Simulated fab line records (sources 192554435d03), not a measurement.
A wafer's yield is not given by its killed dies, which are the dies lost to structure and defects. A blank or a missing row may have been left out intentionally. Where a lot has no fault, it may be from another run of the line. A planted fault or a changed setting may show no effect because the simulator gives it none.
The same fault as seen by 3 desks -- flow n5-finfet -- every desk sees just its own numbers, and what lay behind them comes last

## THE TOOL OWNER'S DESK: rie-diel-04
The tool's own readings at N5_HKMG_FIN_ETCH_58 (etches SOC in N2/H2, target depth 215.8 nm, time 741 s): means of the sampled wafers that have a number, for each lot that ran on this tool. Any lot whose mean is over 4 standard deviations away from the usual mean is out of limits and marked OUT; that distance is given in the brackets.
Columns: A = bias-w at N5_HKMG_FIN_ETCH_58, usual 13.00 W; B = drypump-motor-current-A at N5_HKMG_FIN_ETCH_58, usual 5.9 A; C = n2-flow-sccm at N5_HKMG_FIN_ETCH_58, usual 200.0 sccm; D = oes-product-au at N5_HKMG_FIN_ETCH_58, usual 0.77 a.u.; E = rf-vpp-V at N5_HKMG_FIN_ETCH_58, usual 99.1 V; F = showerhead-plenum-p-Torr at N5_HKMG_FIN_ETCH_58, usual 2.54 Torr; G = throttle-valve-pct at N5_HKMG_FIN_ETCH_58, usual 17.75 %
lot,first seen here,A,B,C,D,E,F,G
L444,day 5 00:28,13.03,5.9,199.9,0.82,99.8,2.66,17.75
L454,day 7 07:07,14.65 (+44) OUT,5.9,200.0,0.78,106.8 (+7.9) OUT,2.58,17.84
L455,day 7 13:15,14.60 (+42) OUT,5.9,200.0,0.77,108.4 (+9.6) OUT,2.56,17.73
L461,day 9 03:29,14.66 (+44) OUT,5.9,199.7,0.91,108.4 (+9.6) OUT,2.67,17.89
Finding of this desk: L454, L455, L461 out of limits; the first was L454 at day 7 07:07, on bias-w at N5_HKMG_FIN_ETCH_58. L444: within limits.

## METROLOGY DESK
What the gauges read, lot by lot, whatever tool the lot ran on: means of the sampled wafers that have a number. Any lot whose mean is over 4 standard deviations away from the usual mean is out of limits and marked OUT; that distance is given in the brackets.
Columns: A = cd-nm at N5_HKMG_FIN_CD_MEAS_49, usual 201.2 nm; B = NDIPOLE_OVL at N5_HKMG_FIN_OVL_MEAS_50, usual 0.1 nm
lot,first seen here,A,B
L444,day 5 00:04,201.1,-0.5
L450,day 6 07:26,201.7,-0.8
L454,day 7 06:25,200.8,0.2
L455,day 7 12:52,201.3,-0.1
L461,day 9 03:06,200.3,0.1
L463,day 9 13:22,200.9,-0.5
L464,day 9 21:08,201.4,0.2
This desk's finding: nothing out of limits on any of the 7 lots.

## THE DEFECT DESK
Lot by lot, what the route's inspections counted, given as the mean of those sampled wafers with a number. Any lot whose mean is over 4 standard deviations away from the usual mean is out of limits and marked OUT; that distance is given in the brackets.
Columns: A = raw-defect-count at N5_HKMG_FIN_INSPECT_61, usual 2.1
lot,first seen here,A
L444,day 5 00:07,2.3
L450,day 6 07:29,1.0
L454,day 7 06:28,1.3
L455,day 7 12:55,1.3
L461,day 9 03:10,1.7
L463,day 9 13:25,2.3
L464,day 9 21:11,1.7
This desk's finding: nothing out of limits on any of the 7 lots.

## ALL TOGETHER
The tool owner's desk had the chance to raise an alarm at day 7 07:07 on L454, L455, L461.
Metrology desk: nothing out of limits seen.
The defect desk saw nothing out of limits.
The metrology desk holds a record of L454, L455, L461, inside its limits.
The defect desk has L454, L455, L461 on record, within its limits.
Of the lots named, all ran N5_HKMG_FIN_ETCH_58 on rie-diel-04.

## WHAT THE SIMULATOR PUT IN
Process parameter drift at N5_HKMG_FIN_ETCH_58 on rie-diel-04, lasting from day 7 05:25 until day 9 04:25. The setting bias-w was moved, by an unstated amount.
Lots struck among those shown: L454, L455, L461.
Delay in hours, fault start to first out-of-limits reading, by desk: the tool owner's desk at 2.
